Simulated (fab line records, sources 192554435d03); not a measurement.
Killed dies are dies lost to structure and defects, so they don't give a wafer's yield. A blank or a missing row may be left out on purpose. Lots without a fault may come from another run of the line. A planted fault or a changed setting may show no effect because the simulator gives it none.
Split-lot experiment | flow n5_finfet | 7 lots, 21 wafers read, on a route of 1938 steps

THE SPLIT
At N5_BEOL_M1_HM_DEP_02 (deposits TiN, target thk 20 nm), the setting target_thk_a was moved away from the recipe's 200 angstrom on 9 of the 21 wafers read, by -13.3% to -6.8%. The other wafers ran this setting at the recipe's value.

FROM THE SPLIT TO THE READING: what the file shows between them, 10 steps
- N5_BEOL_M1_EXPOSE_08: exposes mask M1 (also split here: dose_mj)
- N5_BEOL_M1_PEB_09: peb time 60 s
- N5_BEOL_M1_DEVELOP_10: develop time 30 s
- N5_BEOL_M1_DESCUM_16: chemistry O2, time 7 s
- N5_BEOL_M1_ETCH_74: etches underlayer in N2/H2, target depth 6.5 nm, time 5.2 s
- N5_BEOL_M1_ETCH_63: etches SiARC in CF4, target depth 15.6 nm, time 26 s
- N5_BEOL_M1_ETCH_64: etches SOC in N2/H2, target depth 75 nm, overetch 15 nm, time 112.5 s
- N5_BEOL_M1_STRIP_65: strips in N2/H2
- N5_BEOL_M1_STRIP_75: strips in N2/H2
- N5_BEOL_M1_STRIP_66: strips in CF4

THE READING
etch.depth_nm (the simulator's own value, which no gauge read), in nm, at N5_BEOL_M1_HM_OPEN_17 (chemistry Cl2/BCl3, target TiN, target depth 20 nm, overetch 6 nm). The file gives no usual value for it. The 12 wafers here that ran the recipe average 19.83 nm, standard deviation 0.23 nm.

wafer  | tool, chamber at the split | target_thk_a as run, angstrom | against the recipe | etch.depth_nm, nm | against lot-mates on the recipe
L081.1 | pvd_sputter-01, -          | 200                           | recipe             | 19.74             | -
L081.4 | pvd_sputter-01, -          | 200                           | recipe             | 19.43             | -
L081.5 | pvd_sputter-01, -          | 174.2                         | -12.9%             | 17.08             | -2.51
L083.1 | pvd_sputter-03, -          | 200                           | recipe             | 19.85             | -
L083.4 | pvd_sputter-03, -          | 200                           | recipe             | 19.83             | -
L083.5 | pvd_sputter-03, -          | 200                           | recipe             | 19.82             | -
L084.1 | pvd_sputter-02, -          | 173.4                         | -13.3%             | 17.41             | -2.66
L084.3 | pvd_sputter-02, -          | 200                           | recipe             | 20.07             | -
L084.6 | pvd_sputter-02, -          | 173.4                         | -13.3%             | 17.44             | -2.63
L085.4 | pvd_sputter-02, -          | 200                           | recipe             | 20.11             | -
L085.5 | pvd_sputter-02, -          | 182.7                         | -8.7%              | 18.44             | -1.67
L085.6 | pvd_sputter-02, -          | 182.7                         | -8.7%              | 18.28             | -1.83
L086.2 | pvd_sputter-01, -          | 200                           | recipe             | 19.69             | -
L086.4 | pvd_sputter-01, -          | 200                           | recipe             | 19.69             | -
L086.6 | pvd_sputter-01, -          | 186.3                         | -6.8%              | 18.33             | -1.36
L088.3 | pvd_sputter-01, -          | 200                           | recipe             | 19.61             | -
L088.4 | pvd_sputter-01, -          | 200                           | recipe             | 19.82             | -
L088.5 | pvd_sputter-01, -          | 176.4                         | -11.8%             | 17.16             | -2.55
L095.3 | pvd_sputter-02, -          | 178.5                         | -10.8%             | 18.39             | -1.92
L095.4 | pvd_sputter-02, -          | 178.5                         | -10.8%             | 18.23             | -2.08
L095.6 | pvd_sputter-02, -          | 200                           | recipe             | 20.31             | -

THE FIT
A straight line over all 21 wafers: etch.depth_nm changes by +0.184 nm for each +1% of target_thk_a; r = +0.97; the points scatter about the line by 0.29 nm.
The same after taking each lot's own level away (the mean of its wafers on the recipe; 21 wafers): +0.198 nm for each +1%; r = +1.00; scatter 0.098 nm.
On that fit, the largest move of target_thk_a shifts the reading by 2.6 nm.
The lots' own levels span 19.585 to 20.310 nm, that is 3.2 times the standard deviation above.
So the lot-to-lot level changes the slope little: the two slopes agree.
Check: with one of the wafers moved furthest among these (-13.3%) left out of the fit, the line predicts -2.63 nm for it against its lot-mates. It came out at -2.66 nm against them.

OTHER SPLITS ON THESE WAFERS
These wafers also went through other splits before the reading. Each is held against what the fit with the lots' levels taken away leaves over:
other split on the same wafers           | wafers away from the commonest value | r with etch.depth_nm (lot level and that fit taken away)
N5_MOL_CONTACT_COAG_COAT_76 spin_rpm     | 8                                    | -0.26
N5_MOL_CONTACT_COAG_CVD_140 target_thk_a | 11                                   | +0.20
N5_BEOL_M1_EXPOSE_08 dose_mj             | 11                                   | +0.19

THE WHOLE CHAIN: every reading that the file lists as answering this split, in the file's order
step                  | what it does                                                      | reading                                                                          | change (the file's fit)               | r (the file's)
N5_BEOL_M1_HM_DEP_02  | deposits TiN, target thk 20 nm                                    | TiN_of_BEOL_M1_HM_DEP_02.thk_nm (the simulator's own value, which no gauge read) | +0.201 nm for each +1% of the setting | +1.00
N5_BEOL_M1_HM_OPEN_17 | chemistry Cl2/BCl3, target TiN, target depth 20 nm, overetch 6 nm | etch.depth_nm (the simulator's own value, which no gauge read)                   | +0.199 nm for each +1% of the setting | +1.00

THE FILE'S OWN FIT
etch.depth_nm changes by +0.199 nm for each +1% of target_thk_a, r = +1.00.
